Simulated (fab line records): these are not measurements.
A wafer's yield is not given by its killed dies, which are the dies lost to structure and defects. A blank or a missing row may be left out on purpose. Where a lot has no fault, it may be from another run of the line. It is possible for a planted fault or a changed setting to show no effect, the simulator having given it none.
Matching of chambers | flow n5_finfet | N5_HKMG_FIN_ALD_91 on ald_metal-03 has 4 sister chambers
The step deposits TiN, target thk 1 nm, pulse time 1 s, purge time 3 s. 4 wafers are shown with their chamber, then 9 later ones without.

## EACH WAFER AND ITS CHAMBER
wafer  | chamber | heater_power_w (W)
L085.1 | 2       | 1083
L086.1 | 0       | 969
L086.4 | 3       | 854
L086.5 | 1       | 859

## WAFERS WITH NO CHAMBER GIVEN
wafer  | heater_power_w (W)
L088.1 | 1108
L088.3 | 976
L088.6 | 1092
L090.4 | 1118
L090.5 | 1085
L090.6 | 846
L096.2 | 857
L096.4 | 835
L096.6 | 834

## THE CHAMBER EACH PASSED THROUGH
wafer  | from the rows above     | in truth
L088.1 | 2                       | 2
L088.3 | 0                       | 0
L088.6 | 2                       | 2
L090.4 | 2                       | 2
L090.5 | 2                       | 2
L090.6 | can't be placed: 3 or 1 | 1
L096.2 | can't be placed: 1 or 3 | 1
L096.4 | can't be placed: 3 or 1 | 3
L096.6 | can't be placed: 3 or 1 | 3
5 of 9 placed correctly. Unplaceable from these rows: 4, with the true chamber sitting among the candidates in 4. Wrongly placed: 0.
How it was worked out, from the rows above alone: a wafer's distance from a chamber is the root of the sum, over the readings, of the square of ((its reading less the chamber's mean) divided by the reading's scatter). The wafer belongs to the nearest chamber; if the next one is less than 2 further off, it can't be placed. A chamber's mean is the mean of its shown wafers. The scatter: with one shown wafer a chamber, the root of the mean of the squares of how far each hidden wafer lies from its nearest shown one.
